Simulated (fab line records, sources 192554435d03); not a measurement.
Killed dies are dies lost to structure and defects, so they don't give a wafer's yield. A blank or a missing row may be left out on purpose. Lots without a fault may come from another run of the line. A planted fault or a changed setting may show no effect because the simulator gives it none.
fab line records | flow n5_finfet
record lots=7 wafers=21 last_day=18
route steps=1938 shown GATE_CUT@512 MOL_CONTACT_COAG@517
lots that met no fault: from a run of the same line without faults
start_h: hours from the record's first day to the start of the lot's first wafer shown | wait_h: hours since the lot's step before | " the same as in the row above | L1.1+2: a row that stands for several wafers | - no value, or no start given | * or withheld: withheld | < > ~ a bound
route shown NAME@n: a module of which the file shows steps, and the number in the route of the first | usual: mean/standard deviation of fault-free wafers | same: alike in all rows | chamber/n: place in a boat | sites: the reading at each site | _std_site: their standard deviation | _edge_site: outer sites' mean less inner sites' | radius_mm: how far each site lies from the wafer's centre | mask NAME#n: copy n | behind: the tool/chamber that last shaped the wafer | hold: why the lot was held/for how many hours/how that ended | device: the transistor (n, p or np) that didn't switch | end of line: the same wafers' tests at the end of the route | a step without rows: its recipe alone | killed: dies lost to structure and defects at the first sort, not the wafer's yield | map: a wafer's dies, x killed, . not, _ none there
set.NAME: the setting as run; set.NAME@STEP: as run at that earlier step | model.NAME: the simulator's own value behind a step, which no gauge read
lots at some steps of the route; a table a step, a row a wafer
services: from which hour (start_h, from the record's first day; less than 0 if before it) a tool's chamber was out of use, for how many hours, and why
## steps
# step N5_GATE_CUT_THK_MEAS_24
# recipe reads=SiO2_of_GATE_CUT_HM_DEP_46+SiO2_flowable_of_ILD0_FCVD_FILL_01
# usual GC_FILL_THK=219.9/1.8
# columns lot.wafer tool chamber start_h wait_h GC_FILL_THK[nm]
L538.2 film_metro-01 - 110.04 - 218.1
L538.4 " - " " 220.9
L538.5 " - " " 222.4
L547.1 film_metro-01 - 166.51 - 219.7
L547.3 " - " " 220.9
L547.5 " - " " 222.8
L550.2 film_metro-01 - 181.55 - 219.8
L550.4 " - " " 221.3
L550.6 " - " " 221.1
L551.1 film_metro-02 - 189.22 - 217.3
L551.5 " - " " 222.1
L551.6 " - " " 219.7
L552.3 film_metro-01 - 196.79 - 217.9
L552.4 " - " " 223.2
L552.6 " - " " 221.0
L556.4 film_metro-01 - 220.77 - 222.4
L556.5 " - " " 221.6
L556.6 " - " " 221.3
L557.2 film_metro-02 - 224.25 - 220.1
L557.3 " - " " 219.0
L557.6 " - " " 220.1
# step N5_GATE_CUT_CMP_43
# recipe material=SiO2 post_cmp_clean=rinse_only
# usual motor_current_A=11.8/1 retaining_ring_pressure_frac=1.000/0.0051 slurry_filter_dp_kPa=13.52/0.13
# columns lot.wafer tool chamber start_h wait_h motor_current_A retaining_ring_pressure_frac slurry_filter_dp_kPa
L538.2 cmp-01 3 110.07 0.0 12.5 1.002 13.45
L538.4 " 0 " " 11.4 1.004 13.44
L538.5 " 3 " " 13.8 1.007 13.68
L547.3 cmp-01 0 166.54 0.0 11.0 0.999 13.31
L547.1 " 3 " " 12.1 1.005 13.65
L547.5 " 0 " " 10.5 1.006 13.54
L550.4 cmp-03 1 181.65 0.1 13.8 1.005 13.42
L550.2 " 3 " " 12.5 1.002 13.58
L550.6 " 0 " " 10.2 1.000 13.50
L551.1 cmp-02 1 189.25 0.0 10.3 0.989 13.45
L551.6 " 1 " " 11.0 0.997 13.58
L551.5 " 2 " " 11.9 0.999 13.65
L552.4 cmp-01 3 196.89 0.1 12.9 0.999 13.60
L552.3 " 1 " " 11.2 1.000 13.56
L552.6 " 3 " " 12.6 1.002 13.53
L556.4 cmp-01 1 220.95 0.2 11.5 1.003 13.51
L556.6 " 3 " " 13.1 1.004 13.31
L556.5 " 0 " " 10.7 0.993 13.40
L557.3 cmp-03 2 224.36 0.1 13.3 0.998 13.44
L557.2 " 0 " " 10.6 1.002 13.50
L557.6 " 2 " " 12.1 1.013 13.47
# step N5_GATE_CUT_CMP_61
# recipe stop_on=SiNx t_overpolish_s=3 post_cmp_clean=alkaline_brush down_force_psi=4 platen_rpm=27.09 pad_velocity_m_s=0.539
# usual motor_current_A=11.9/1 platen_rpm=27.091/0.019 retaining_ring_pressure_frac=1.000/0.0051 slurry_filter_dp_kPa=13.48/0.14
# columns lot.wafer tool chamber start_h wait_h motor_current_A platen_rpm retaining_ring_pressure_frac slurry_filter_dp_kPa
L538.2 cmp-01 3 110.55 0.4 12.7 27.065 1.002 13.77
L538.4 " 0 " " 10.6 27.073 0.995 13.47
L538.5 " 3 " " 12.9 27.096 0.997 13.29
L547.3 cmp-01 0 167.02 0.4 10.8 27.118 1.003 13.79
L547.1 " 3 " " 12.9 27.059 1.010 13.67
L547.5 " 0 " " 11.2 27.063 1.005 13.48
L550.4 cmp-03 1 182.08 0.3 13.3 27.066 1.005 13.46
L550.2 " 3 " " 11.7 27.097 0.997 13.53
L550.6 " 0 " " 10.7 27.080 1.000 13.41
L551.1 cmp-02 1 189.73 0.4 10.7 27.111 1.007 13.44
L551.6 " 1 " " 11.1 27.092 0.999 13.69
L551.5 " 2 " " 11.5 27.101 0.993 13.68
L552.4 cmp-01 3 197.32 0.3 12.0 27.069 1.000 13.38
L552.3 " 1 " " 11.0 27.095 1.001 13.45
L552.6 " 3 " " 12.3 27.075 1.005 13.56
L556.4 cmp-01 1 221.33 0.3 12.4 27.109 1.006 13.44
L556.6 " 3 " " 12.5 27.084 0.989 13.58
L556.5 " 0 " " 10.7 27.113 1.003 13.41
L557.3 cmp-03 2 224.79 0.3 12.5 27.080 1.011 13.66
L557.2 " 0 " " 11.1 27.076 1.006 13.60
L557.6 " 2 " " 12.2 27.090 1.004 13.66
# step N5_GATE_CUT_INSPECT_26
# recipe inspect_instrument=darkfield mode=post_cmp
# usual raw_defect_count=38/16
# columns lot.wafer tool chamber start_h wait_h raw_defect_count
L538.2 defect_inspect-01 - 110.78 0.0 17
L538.4 " - " " 30
L538.5 " - " " 40
L547.1 defect_inspect-01 - 167.26 0.0 18
L547.3 " - " " 29
L547.5 " - " " 27
L550.2 defect_inspect-02 - 182.29 0.0 27
L550.4 " - " " 26
L550.6 " - " " 35
L551.1 defect_inspect-02 - 189.96 0.0 29
L551.5 " - " " 22
L551.6 " - " " 32
L552.3 defect_inspect-01 - 197.53 0.0 50
L552.4 " - " " 53
L552.6 " - " " 34
L556.4 defect_inspect-01 - 221.51 0.0 47
L556.5 " - " " 18
L556.6 " - " " 38
L557.2 defect_inspect-01 - 224.99 0.0 42
L557.3 " - " " 34
L557.6 " - " " 34
# step N5_MOL_CONTACT_COAG_COAT_103
# recipe resist=SOC temp_c=250 time_s=60 spin_rpm=1500 resist_thk_nm=80
# step N5_MOL_CONTACT_COAG_COAT_104
# recipe resist=SiARC temp_c=220 time_s=60 spin_rpm=1500 resist_thk_nm=12
# step N5_MOL_CONTACT_COAG_COAT_58
# recipe resist=underlayer temp_c=205 time_s=60 spin_rpm=1500 resist_thk_nm=10
# step N5_MOL_CONTACT_COAG_COAT_02
# recipe resist=CAR-EUV spin_rpm=1500 resist_thk_nm=30
# step N5_MOL_CONTACT_COAG_EBR_04
# recipe solvent=PGMEA ebr_width_mm=1.5
# step N5_MOL_CONTACT_COAG_SOFTBAKE_03
# recipe temp_c=110 time_s=60 resist=CAR-EUV
# step N5_MOL_CONTACT_COAG_EXPOSE_05
# recipe mask_id=CA na=0.33 source_shape=annular sigma_inner=0.4 sigma_outer=0.8 polarization=unpolarized defocus_nm=0 dose_mj=38.25
# step N5_MOL_CONTACT_COAG_PEB_06
# recipe peb_temp_c=100 peb_time_s=60 resist=CAR-EUV
# usual chill_plate_temp_C=22.99/0.11 exhaust_pa=45.1/0.89
# columns lot.wafer tool chamber start_h wait_h chill_plate_temp_C exhaust_pa
L538.2 litho_track-02 0 111.04 0.0 22.99 43.8
L538.4 " 0 " " 22.98 43.6
L538.5 " 0 " " 22.88 43.5
L547.1 litho_track-05 0 167.61 0.1 23.01 46.4
L547.3 " 0 " " 22.94 45.9
L547.5 " 0 " " 22.95 44.7
L550.2 litho_track-02 - 182.52 0.0 - -
L550.4 " - " " - -
L550.6 " - " " - -
L551.1 litho_track-02 - 190.32 0.1 - -
L551.5 " - " " - -
L551.6 " - " " - -
L552.3 litho_track-05 - 197.76 0.0 - -
L552.4 " - " " - -
L552.6 " - " " - -
L556.4 litho_track-02 0 221.77 0.0 22.97 45.0
L556.5 " 0 " " 23.03 45.4
L556.6 " 0 " " 23.13 46.2
L557.2 litho_track-02 0 225.35 0.0 22.92 46.0
L557.3 " 0 " " 22.98 46.0
L557.6 " 0 " " 22.88 45.4
# step N5_MOL_CONTACT_COAG_DEVELOP_07
# recipe develop_time_s=30 developer=TMAH resist=CAR-EUV rinse_liquid=surfactant_rinse dry=air_spin dev_temp_c=23
## services
# columns tool chamber start_h hours kind
cmp-02 - 98.90 5.3 pm
cmp-01 - 122.54 4.0 pm
cmp-01 - 126.54 - consumable_replace:conditioner
cmp-01 - 126.54 - consumable_replace:pad
litho_track-05 - 133.47 - consumable_replace:filter
cmp-03 - 134.93 0.7 repair
cmp-03 - 218.25 0.6 repair
## key
first_sign step=N5_MOL_CONTACT_COAG_PEB_06 reading=tool_record direction=missing
effect none on later readings
met_at N5_MOL_CONTACT_COAG_PEB_06
struck_wafers L550.2,L550.4,L550.6,L551.1,L551.5,L551.6,L552.3,L552.4,L552.6
later_rows_left_out L550.2,L550.4,L550.6,L551.1,L551.5,L551.6,L552.3,L552.4,L552.6
sort_left_out L550.2,L550.4,L550.6,L551.1,L551.5,L551.6,L552.3,L552.4,L552.6
onset_between 167.61 182.52
fault kind=skipped_step_whole tool=litho_track-02,litho_track-05 chamber=- onset_h=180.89 steps=N5_MOL_CONTACT_COAG_PEB_06 scope=struck_lots_only
# sort_left_out: the simulated sort isn't trusted on such a fault, so these wafers' sort isn't shown, and their yield isn't known
# later_rows_left_out: the simulator's readings of these wafers behind a module that went badly wrong aren't trusted and aren't shown, but for the sort
